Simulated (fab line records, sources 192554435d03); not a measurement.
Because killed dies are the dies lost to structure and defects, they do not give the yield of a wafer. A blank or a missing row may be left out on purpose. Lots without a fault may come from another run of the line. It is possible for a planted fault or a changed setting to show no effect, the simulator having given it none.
Comparing a struck lot with a sound one	flow n5_finfet	28 steps out of a route of 1938
Sound: the wafers L145.3, L145.5, L145.6. Wafers L148.3, L148.4, L148.5 were the ones struck. At the end, the cause is stated.
Each step with rows lists, per side, the tool, then ch with its chambers, then its first start. Under that, the readings that differ: sound wafers	struck wafers	difference of the means	sigmas: that difference in standard deviations of wafers without a fault.
alike: readings with means less than 2 such deviations apart, plus words and numbers identical on both sides. not compared: withheld readings, readings lacking a value on some wafer, bounds such as >300 that could conceal the same value, and numbers that have no deviation in the record and whose values overlap.
A row with sigmas, a row that says differs or no value, or rows on one side alone: a step with any of these is where the two part. Numbers that have no deviation but don't overlap get no sigmas and don't part them. A reading that every wafer of one side lacks parts them only if that side has two wafers or more.

N5_BEOL_M1_RS_MEAS_58: measurement is done with a four-point probe.
  sound on film_metro-02, day 7 12:26; struck on film_metro-02, day 8 21:06
  alike: M1_RS
N5_BEOL_M1_INSPECT_59: inspects for defects (darkfield).
  sound on defect_inspect-02, day 7 12:27; struck on defect_inspect-02, day 8 21:08
  alike: raw_defect_count
N5_BEOL_M2_ILD_DEP_00: deposits SiOC from DEMS/O2, target thk 79 nm, time 15.3 s.
  sound on pecvd-02 ch 1,2, day 7 12:29; struck on pecvd-02 ch 0,1, day 8 21:10
  alike: heater_power_w, showerhead_plenum_p_Torr, throttle_valve_pct
N5_BEOL_M2_THK_MEAS_01:
  sound on film_metro-02, day 7 12:34; struck on film_metro-01, day 8 21:14
  alike: M2_ILD_THK
then, 1 step without rows for these wafers: N5_BEOL_M2_PECVD_72 (deposits SiO2 from TEOS/O2, target thk 16 nm, time 18 s).
N5_BEOL_M2_HM_DEP_02: deposits TiN, target thk 20 nm.
  sound on pvd_sputter-01, day 7 14:23; struck on pvd_sputter-01, day 8 22:43
  alike: throttle_valve_pct
then, 6 steps without rows for these wafers: N5_BEOL_M2_COAT_61 (time 60 s, resist thk 60 nm); N5_BEOL_M2_COAT_62 (time 60 s, resist thk 12 nm); N5_BEOL_M2_COAT_73 (time 60 s, resist thk 5 nm); N5_BEOL_M2_COAT_05 (resist thk 30 nm); N5_BEOL_M2_EBR_07; N5_BEOL_M2_SOFTBAKE_06 (time 60 s).
N5_BEOL_M2_EXPOSE_08: exposes mask M2.
  sound on euv_scanner-02 ch 0, day 7 14:47; struck on euv_scanner-01 ch 0, day 8 23:07
reading	sound	struck	difference	sigmas
exposure_dose_mJ_cm2	41.9 41.9 41.9	38.9 39.0 38.9	-3.0	-9
reticle_temp_C (C)	22.74 22.81 22.73	23.16 23.08 23.06	+0.34	+3
  alike: mask
then, 2 steps without rows for these wafers: N5_BEOL_M2_PEB_09 (peb time 60 s); N5_BEOL_M2_DEVELOP_10 (develop time 30 s).
N5_BEOL_M2_CD_MEAS_11: target cd 16.79 nm.
  sound on cd_sem-01 ch 0, day 7 14:54; struck on cd_sem-01 ch 0, day 8 23:14
reading	sound	struck	difference	sigmas
cd_nm (nm)	16.75 16.71 16.92	16.04 15.77 15.72	-0.95	-4
N5_BEOL_M2_OVL_MEAS_12:
  sound on overlay-02 ch 0, day 7 14:56; struck on overlay-01 ch 0, day 8 23:17
  alike: M2_OVL
N5_BEOL_M2_INSPECT_13: inspects for defects (brightfield).
  sound on defect_inspect-01, day 7 14:59; struck on defect_inspect-01, day 8 23:20
  alike: raw_defect_count
N5_BEOL_M2_DESCUM_16: chemistry O2, time 7 s.
  sound on rie_diel-02 ch 0,1, day 7 15:16; struck on rie_diel-02 ch 0,2, day 8 23:30
  alike: drypump_motor_current_A, oes_product_au, rf_vpp_V, showerhead_plenum_p_Torr, throttle_valve_pct
  not compared: rf_hours_counter_h
N5_BEOL_M2_ETCH_74: etches underlayer in N2/H2, target depth 6.5 nm, time 5.2 s.
  sound on rie_diel-02 ch 0,1, day 7 15:17; struck on rie_diel-02 ch 0,2, day 8 23:32
reading	sound	struck	difference	sigmas
model.BEOL_M2.cd_offset_nm (nm)	0.2 0.2 0.2	-1 -1 -1	-1	
  alike: drypump_motor_current_A, etch_rf_on_time_s, oes_product_au, rf_vpp_V, showerhead_plenum_p_Torr, throttle_valve_pct
  not compared: rf_hours_counter_h
then, 1 step without rows for these wafers: N5_BEOL_M2_ETCH_63 (etches SiARC in CF4, target depth 15.6 nm, time 26 s).
N5_BEOL_M2_ETCH_64: etches SOC in N2/H2, target depth 75 nm, overetch 22.5 nm, time 121.9 s.
  sound on rie_diel-02 ch 0,1, day 7 15:20; struck on rie_diel-02 ch 0,2, day 8 23:35
  alike: drypump_motor_current_A, oes_product_au, rf_vpp_V, showerhead_plenum_p_Torr, throttle_valve_pct
  not compared: rf_hours_counter_h
then, 3 steps without rows for these wafers: N5_BEOL_M2_STRIP_65 (strips in N2/H2); N5_BEOL_M2_STRIP_75 (strips in N2/H2); N5_BEOL_M2_STRIP_66 (strips in CF4).
N5_BEOL_M2_HM_OPEN_17: chemistry Cl2/BCl3, target TiN, target depth 20 nm, overetch 6 nm.
  sound on rie_metal-02 ch 0,1, day 7 15:33; struck on rie_metal-03 ch 0,1, day 8 23:47
reading	sound	struck	difference	sigmas
model.BEOL_M2.cd_offset_nm (nm)	0.4 0.4 0.4	-1.2 -1 -1.2	-1.5	
  alike: drypump_motor_current_A, oes_product_au, throttle_valve_pct
  not compared: rf_hours_counter_h
N5_BEOL_M2_STRIP_19: strips in O2.
  sound on rie_diel-06 ch 0,1, day 7 16:20; struck on rie_diel-06 ch 0,3, day 8 23:52
  alike: drypump_motor_current_A, oes_product_au, rf_vpp_V, showerhead_plenum_p_Torr, throttle_valve_pct
  not compared: rf_hours_counter_h
then, 1 step without rows for these wafers: N5_PASSIVATION_PROBE_49.

WHERE THEY PART
Last at N5_BEOL_M2_CD_MEAS_11 as far as this record goes, first at N5_BEOL_M2_EXPOSE_08. Later steps at which nothing parts them and some readings are alike: N5_BEOL_M2_OVL_MEAS_12, N5_BEOL_M2_INSPECT_13, N5_BEOL_M2_DESCUM_16, N5_BEOL_M2_ETCH_74, N5_BEOL_M2_ETCH_64, N5_BEOL_M2_HM_OPEN_17, N5_BEOL_M2_STRIP_19.

WHY: whatever the simulator had introduced
Process parameters drifting: euv_scanner-01 at N5_BEOL_M2_EXPOSE_08, beginning at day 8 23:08. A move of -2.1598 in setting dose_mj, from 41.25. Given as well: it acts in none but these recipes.
